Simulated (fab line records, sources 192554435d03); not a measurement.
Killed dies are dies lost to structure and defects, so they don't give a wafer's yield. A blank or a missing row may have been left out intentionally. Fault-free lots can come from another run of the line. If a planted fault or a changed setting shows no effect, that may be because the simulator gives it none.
Which tool is to blame? | flow n5-finfet | 9 lots, 26 wafers sampled, at 5 steps of a route of 1938

WHAT THE GAUGES READ, wafer by wafer
N5_BEOL_M4_RC_MEAS_101. Usual: DIBL_N 36.0 mV/V, standard deviation 1.7; DIBL_P 36.2 mV/V, standard deviation 1.9; IOFF_N 0.154 nA/um, standard deviation 0.028; IOFF_P 0.21 nA/um, standard deviation 0.036; ION_N 675 uA/um, standard deviation 11; ION_P 463 uA/um, standard deviation 8.3; SS_N 71.4 mV/dec, standard deviation 0.63; SS_P 73.2 mV/dec, standard deviation 0.55; VT_N 250.2 mV, standard deviation 3; VT_P -251 mV, standard deviation 3.7.
lot  | measured     | on        | DIBL_N (mV/V)  | DIBL_P (mV/V)  | IOFF_N (nA/um)    | IOFF_P (nA/um) | ION_N (uA/um) | ION_P (uA/um) | SS_N (mV/dec)  | SS_P (mV/dec)  | VT_N (mV)         | VT_P (mV)      | flag
L585 | day 9 00:48  | prober-02 | 37.5 34.2 36.4 | 37.4 33.4 35.8 | 0.178 0.133 0.157 | 0.29 0.23 0.26 | 673 672 666   | 469 475 468   | 71.7 70.0 71.2 | 73.6 73.3 73.5 | 248.0 251.1 253.0 | -242 -245 -243 |
L586 | day 9 05:26  | prober-01 | 35.0 38.3 39.0 | 33.2 38.5 38.7 | 0.116 0.186 0.196 | 0.17 0.26 0.26 | 670 688 700   | 455 474 477   | 71.2 72.9 72.4 | 73.0 73.9 73.9 | 252.2 245.6 245.2 | -252 -247 -246 |
L589 | day 10 23:41 | prober-02 | 37.7 38.0 34.4 | 38.6 38.8 34.9 | 0.180 0.185 0.128 | 0.23 0.23 0.17 | 685 679 671   | 477 467 462   | 71.5 72.4 71.1 | 73.7 73.4 72.3 | 249.5 246.9 252.7 | -247 -248 -250 |
L593 | day 12 12:19 | prober-01 | 32.5 35.8 33.1 | 32.9 37.7 34.8 | 0.102 0.158 0.113 | 0.15 0.21 0.17 | 657 673 662   | 452 465 463   | 70.8 71.1 70.6 | 71.7 73.0 72.3 | 255.7 249.3 252.1 | -254 -248 -254 |
L596 | day 13 09:59 | prober-01 | 36.0 37.3      | 36.2 37.9      | 0.148 0.170       | 0.17 0.20      | 669 677       | 449 454       | 71.4 71.6      | 73.2 73.6      | 251.7 249.3       | -256 -255      |
L587 | day 13 19:13 | prober-01 | 34.5 36.8 37.0 | 35.1 38.3 39.3 | 0.143 0.181 0.202 | 0.19 0.23 0.26 | 664 683 688   | 458 470 469   | 71.8 71.7 72.3 | 73.2 74.0 73.5 | 250.0 249.0 244.7 | -254 -251 -247 |
L601 | day 14 04:01 | prober-01 | 35.8 34.4 33.4 | 35.0 34.3 32.6 | 0.147 0.138 0.119 | 0.18 0.18 0.16 | 667 684 667   | 456 466 449   | 71.2 71.4 71.3 | 73.4 73.2 72.6 | 253.0 249.5 257.5 | -254 -255 -255 |
L604 | day 15 04:00 | prober-01 | 35.2 33.8 36.6 | 32.4 32.5 35.7 | 0.128 0.107 0.150 | 0.17 0.17 0.22 | 662 669 673   | 459 462 466   | 70.8 70.2 71.1 | 72.1 72.8 72.9 | 256.1 258.0 251.3 | -253 -255 -248 |
L607 | day 15 08:19 | prober-01 | 36.7 37.2 36.0 | 35.6 37.2 34.8 | 0.158 0.174 0.164 | 0.24 0.26 0.23 | 666 677 686   | 465 471 477   | 71.5 71.2 71.5 | 73.4 73.7 73.0 | 252.7 247.7 248.4 | -247 -243 -247 |

WHAT TOOL EACH LOT RAN ON (gives the tool, then ch and the chambers of the sampled wafers, and finally the start)
lot  | N5_BEOL_M4_ETCH_77                 | N5_BEOL_M4_ALD_98                 | N5_BEOL_M4_VIA_ETCH_34             | N5_BEOL_M4_ETCH_41
L585 | rie-diel-01 ch 0,1, day 8 18:01    | ald-sin-04 ch 0,1,3, day 8 18:26  | rie-diel-01 ch 0,1,2, day 8 20:43  | rie-diel-01 ch 0,1,2, day 9 00:48 or earlier
L586 | rie-diel-01 ch 1,2,3, day 8 21:15  | ald-sin-01 ch 0,2, day 8 21:24    | rie-diel-03 ch 0,2,3, day 9 01:30  | rie-diel-03 ch 0,2,3, day 9 05:26 or earlier
L589 | rie-diel-03 ch 0,2,3, day 9 10:46  | ald-sin-04 ch 0,2, day 9 11:02    | rie-diel-01 ch 0,1,2, day 10 19:34 | rie-diel-01 ch 0,1,2, day 10 23:41 or earlier
L593 | rie-diel-01 ch 0,1,3, day 11 05:00 | ald-sin-04 ch 1,2,3, day 11 05:10 | rie-diel-01 ch 0,2,3, day 12 07:44 | rie-diel-01 ch 0,2,3, day 12 12:19 or earlier
L596 | rie-diel-01 ch 2, day 13 01:23     | ald-sin-04 ch 2,3, day 13 01:29   | rie-diel-01 ch 3, day 13 02:59     | rie-diel-01 ch 3, day 13 09:59 or earlier
L587 | rie-diel-01 ch 0,3, day 13 13:34   | ald-sin-02 ch 2,3, day 13 13:40   | rie-diel-05 ch 0,3, day 13 14:22   | rie-diel-05 ch 0,3, day 13 19:13 or earlier
L601 | rie-diel-05 ch 0,1, day 13 17:02   | ald-sin-02 ch 1,2, day 13 17:14   | rie-diel-03 ch 1,2,3, day 13 21:52 | rie-diel-03 ch 1,2,3, day 14 04:01 or earlier
L604 | rie-diel-01 ch 0,3, day 14 21:37   | ald-sin-04 ch 0,1,2, day 14 21:43 | rie-diel-05 ch 1,3, day 14 23:30   | rie-diel-05 ch 1,3, day 15 04:00 or earlier
L607 | rie-diel-05 ch 1,2,3, day 15 01:16 | ald-sin-02 ch 2,3, day 15 01:25   | rie-diel-03 ch 0,3, day 15 02:20   | rie-diel-03 ch 0,3, day 15 08:19 or earlier
- N5_BEOL_M4_ETCH_77: etches underlayer in N2/H2, target depth 6.5 nm, time 5.2 s.
- N5_BEOL_M4_ALD_98: deposits SiO2, target thk 2.5 nm, pulse time 1 s, co reactant pulse time 1 s.
- N5_BEOL_M4_VIA_ETCH_34: etches the open film in C4F6/O2, target depth 69.4 nm, time 65.9 s.
- N5_BEOL_M4_ETCH_41: etches SiCN in CH3F/O2, target depth 29.9 nm, time 52.5 s.

AS READ BY THE TOOLS THEMSELVES (means over the sampled wafers that have a number; for cases with no such wafer, the mark the record gives instead)
N5_BEOL_M4_ETCH_77. Usual: drypump-motor-current-A 5.8 A, standard deviation 0.5; etch-rf-on-time-s 5.18 s, standard deviation 0.12; h2-flow-sccm 200.0 sccm, standard deviation 0.51; n2-flow-sccm 200.0 sccm, standard deviation 0.61; oes-product-au 0.67 a.u., standard deviation 0.054; rf-vpp-V 522.8 V, standard deviation 2.9; showerhead-plenum-p-Torr 2.50 Torr, standard deviation 0.097; throttle-valve-pct 17.78 %, standard deviation 0.24.
lot  | tool        | drypump-motor-current-A (A) | etch-rf-on-time-s (s) | h2-flow-sccm (sccm) | n2-flow-sccm (sccm) | oes-product-au (a.u.) | rf-vpp-V (V) | showerhead-plenum-p-Torr (Torr) | throttle-valve-pct (%) | flag
L585 | rie-diel-01 | 6.3                         | 5.31                  | 199.8               | 200.0               | 0.67                  | 521.4        | 2.45                            | 17.76                  |
L586 | rie-diel-01 | 5.7                         | 5.18                  | 199.9               | 200.5               | 0.66                  | 521.9        | 2.48                            | 17.70                  |
L589 | rie-diel-03 | 6.1                         | 5.18                  | 200.6               | 199.3               | 0.66                  | 525.0        | 2.55                            | 18.11                  |
L593 | rie-diel-01 | 6.0                         | 5.22                  | 199.4               | 200.1               | 0.66                  | 520.6        | 2.41                            | 17.70                  |
L596 | rie-diel-01 | 5.5                         | 5.25                  | 199.7               | 200.2               | 0.58                  | 526.8        | 2.61                            | 18.03                  |
L587 | rie-diel-01 | 5.8                         | 5.31                  | 199.4               | 199.3               | 0.62                  | 520.5        | 2.38                            | 17.80                  |
L601 | rie-diel-05 | 5.7                         | 5.18                  | 199.7               | 200.2               | 0.71                  | 523.1        | 2.53                            | 17.71                  |
L604 | rie-diel-01 | 5.5                         | 5.19                  | 199.9               | 200.4               | 0.62                  | 518.1        | 2.34                            | 17.72                  |
L607 | rie-diel-05 | 5.8                         | 5.09                  | 200.4               | 199.3               | 0.69                  | 523.1        | 2.51                            | 17.72                  |

N5_BEOL_M4_ALD_98. Usual: heater-power-w 76 W, standard deviation 8; precursor-pulse-height-rel 0.999, standard deviation 0.019.
lot  | tool       | heater-power-w (W) | precursor-pulse-height-rel | flag
L585 | ald-sin-04 | 74                 | 1.010                      |
L586 | ald-sin-01 | 76                 | 1.010                      |
L589 | ald-sin-04 | 79                 | 0.999                      |
L593 | ald-sin-04 | 78                 | 0.993                      |
L596 | ald-sin-04 | 84                 | 0.989                      |
L587 | ald-sin-02 | 75                 | 0.997                      |
L601 | ald-sin-02 | 74                 | 0.994                      |
L604 | ald-sin-04 | 73                 | 0.996                      |
L607 | ald-sin-02 | 73                 | 0.999                      |

N5_BEOL_M4_VIA_ETCH_34. Usual: drypump-motor-current-A 5.9 A, standard deviation 0.5; oes-product-au 0.79 a.u., standard deviation 0.069; rf-vpp-V 659 V, standard deviation 12; showerhead-plenum-p-Torr 2.80 Torr, standard deviation 0.11; throttle-valve-pct 30.69 %, standard deviation 0.28.
lot  | tool        | drypump-motor-current-A (A) | oes-product-au (a.u.) | rf-vpp-V (V) | showerhead-plenum-p-Torr (Torr) | throttle-valve-pct (%) | flag
L585 | rie-diel-01 | 6.0                         | 0.78                  | 658          | 2.81                            | 30.67                  |
L586 | rie-diel-03 | 6.1                         | 0.78                  | 663          | 2.86                            | 31.12                  |
L589 | rie-diel-01 | 6.0                         | 0.75                  | 658          | 2.81                            | 30.69                  |
L593 | rie-diel-01 | 5.6                         | 0.65                  | 662          | 2.74                            | 30.61                  |
L596 | rie-diel-01 | 5.1                         | 0.61                  | 660          | 2.59                            | 30.23                  |
L587 | rie-diel-05 | 5.5                         | 0.82                  | 654          | 2.86                            | 30.82                  |
L601 | rie-diel-03 | 6.3                         | 0.83                  | 658          | 2.89                            | 30.87                  |
L604 | rie-diel-05 | 5.8                         | 0.85                  | 661          | 2.78                            | 30.52                  |
L607 | rie-diel-03 | 5.9                         | 0.82                  | 670          | 2.80                            | 30.98                  |

N5_BEOL_M4_ETCH_41. Usual: drypump-motor-current-A 5.9 A, standard deviation 0.5; oes-product-au 0.79 a.u., standard deviation 0.069; rf-vpp-V 296.7 V, standard deviation 1.7; showerhead-plenum-p-Torr 1.97 Torr, standard deviation 0.078; throttle-valve-pct 16.30 %, standard deviation 0.2.
lot  | tool        | drypump-motor-current-A (A) | oes-product-au (a.u.) | rf-vpp-V (V) | showerhead-plenum-p-Torr (Torr) | throttle-valve-pct (%) | flag
L585 | rie-diel-01 | 6.0                         | 0.77                  | 297.8        | 1.98                            | 16.28                  |
L586 | rie-diel-03 | 6.1                         | 0.79                  | 297.4        | 2.01                            | 16.57                  |
L589 | rie-diel-01 | 6.0                         | 0.75                  | 297.8        | 1.97                            | 16.30                  |
L593 | rie-diel-01 | 5.6                         | 0.72                  | 295.0        | 1.93                            | 16.40                  |
L596 | rie-diel-01 | 5.1                         | 0.72                  | 294.4        | 1.81                            | 16.20                  |
L587 | rie-diel-05 | 5.4                         | 0.82                  | 297.1        | 2.01                            | 16.20                  |
L601 | rie-diel-03 | 6.2                         | 0.84                  | 297.9        | 2.03                            | 16.37                  |
L604 | rie-diel-05 | 5.7                         | 0.85                  | 295.7        | 1.96                            | 16.07                  |
L607 | rie-diel-03 | 5.9                         | 0.83                  | 296.6        | 1.97                            | 16.42                  |

THE ANSWER, worked out from the rows above alone
Rule: a lot counts as off when the mean over its wafers that have a number is more than 3 standard deviations away from the usual mean. A lot without any number at a reading at which 4 lots or more have one is off too. Any other lot the step has rows for is counted as sound. The gauges are gone through in route order, then the tools' own readings, and for those a lot's mean is taken as printed above. The first step at which some lot is off is used, and at that step the reading that is off furthest; a lot without a number counts as furthest.
No lot is off on any of the readings shown, so nothing can be concluded from this.

WHAT THE SIMULATOR HAD PUT IN
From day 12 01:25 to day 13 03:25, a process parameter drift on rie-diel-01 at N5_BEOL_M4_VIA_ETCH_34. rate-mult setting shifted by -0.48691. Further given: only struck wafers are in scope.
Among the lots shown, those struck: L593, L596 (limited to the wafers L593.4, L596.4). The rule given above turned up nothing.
